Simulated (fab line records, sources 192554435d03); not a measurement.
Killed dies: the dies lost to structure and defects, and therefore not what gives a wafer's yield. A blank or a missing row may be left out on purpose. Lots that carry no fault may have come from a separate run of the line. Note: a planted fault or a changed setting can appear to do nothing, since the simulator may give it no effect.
Matching of chambers -- flow n5Finfet -- 4 sister chambers for N5_BEOL_M10_ETCH_66 on rieDiel-04
The step etches SOC in N2/H2, target depth 120 nm, overetch 24 nm, time 180 s. 4 wafers are shown with their chamber, then 7 later ones without.

WAFERS PAIRED WITH THEIR CHAMBERS
wafer,chamber,drypumpMotorCurrentA (A)
L084.1,0,6.7
L089.4,3,6.4
L091.2,2,5.6
L091.3,1,6.3

WAFERS WHOSE CHAMBER IS MISSING
wafer,drypumpMotorCurrentA (A)
L091.6,6.7
L096.1,6.7
L096.3,6.4
L096.5,6.3
L097.1,6.4
L097.3,5.7
L097.5,6.7

WHICH CHAMBER EACH ONE RAN IN
wafer,from the rows above,in truth
L091.6,0,0
L096.1,0,0
L096.3,3,3
L096.5,1,1
L097.1,3,3
L097.3,2,2
L097.5,0,0
7 of 7 placed correctly. From these rows, 0 cannot be placed. 0 placed wrongly.
How it was worked out, from the rows above alone: a wafer's distance from a chamber is the root of the sum, over the readings, of the square of ((its reading less the chamber's mean) divided by the reading's scatter). If the next closest chamber is less than 2 further off than the closest, the wafer can't be placed; otherwise it belongs to the closest. A chamber's mean is the mean of its shown wafers. The scatter: root of mean squared gap, hidden wafer to nearest shown wafer, with one shown wafer a chamber.
